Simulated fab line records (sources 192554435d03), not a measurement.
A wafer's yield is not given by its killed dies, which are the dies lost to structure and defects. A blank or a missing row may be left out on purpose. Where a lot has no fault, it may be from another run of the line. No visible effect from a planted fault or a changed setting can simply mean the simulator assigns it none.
Chamber matching :: flow n5Finfet :: N5_STI_FIN_REVEAL_ETCH_34 on rieSi-01 has 4 sister chambers
The step etches Si in H2, material Si, target depth 0.97 nm. 7 wafers are shown with their chamber, then 9 later ones without.

== WAFERS WITH THEIR CHAMBER ==
wafer: L085.4
chamber: 0
throttleValvePct (%): 25.73
drypumpMotorCurrentA (A): 5.4

wafer: L089.2
chamber: 2
throttleValvePct (%): 26.08
drypumpMotorCurrentA (A): 6.4

wafer: L089.4
chamber: 3
throttleValvePct (%): 25.26
drypumpMotorCurrentA (A): 5.8

wafer: L089.5
chamber: 2
throttleValvePct (%): 26.10
drypumpMotorCurrentA (A): 6.4

wafer: L090.2
chamber: 1
throttleValvePct (%): 26.05
drypumpMotorCurrentA (A): 6.7

wafer: L090.4
chamber: 0
throttleValvePct (%): 25.74
drypumpMotorCurrentA (A): 5.5

wafer: L090.5
chamber: 1
throttleValvePct (%): 26.04
drypumpMotorCurrentA (A): 6.7

== WAFERS WITH NO CHAMBER GIVEN ==
wafer: L092.2
throttleValvePct (%): 25.75
drypumpMotorCurrentA (A): 5.4

wafer: L092.3
throttleValvePct (%): 26.06
drypumpMotorCurrentA (A): 6.7

wafer: L092.4
throttleValvePct (%): 25.27
drypumpMotorCurrentA (A): 5.7

wafer: L093.3
throttleValvePct (%): 26.05
drypumpMotorCurrentA (A): 6.7

wafer: L093.5
throttleValvePct (%): 26.06
drypumpMotorCurrentA (A): 6.7

wafer: L093.6
throttleValvePct (%): 26.08
drypumpMotorCurrentA (A): 6.4

wafer: L097.1
throttleValvePct (%): 25.75
drypumpMotorCurrentA (A): 5.4

wafer: L097.2
throttleValvePct (%): 25.25
drypumpMotorCurrentA (A): 5.8

wafer: L097.6
throttleValvePct (%): 25.26
drypumpMotorCurrentA (A): 5.7

== THE CHAMBER EACH PASSED THROUGH ==
wafer: L092.2
from the rows above: 0
in truth: 0

wafer: L092.3
from the rows above: 1
in truth: 1

wafer: L092.4
from the rows above: 3
in truth: 3

wafer: L093.3
from the rows above: 1
in truth: 1

wafer: L093.5
from the rows above: 1
in truth: 1

wafer: L093.6
from the rows above: 2
in truth: 2

wafer: L097.1
from the rows above: 0
in truth: 0

wafer: L097.2
from the rows above: 3
in truth: 3

wafer: L097.6
from the rows above: 3
in truth: 3
Correctly placed: 9 of 9. Can't be placed from these rows: 0. Number placed wrongly: 0.
How it was worked out, from the rows above alone: a wafer's distance from a chamber is the root of the sum, over the readings, of the square of ((its reading less the chamber's mean) divided by the reading's scatter). The wafer belongs to the nearest chamber; if the next one is less than 2 further off, it can't be placed. Each chamber's mean is taken over the wafers shown for it. The scatter: take each reading less its chamber's mean, square it, sum over the shown wafers, divide by the number of wafers less the number of chambers, and take the root.
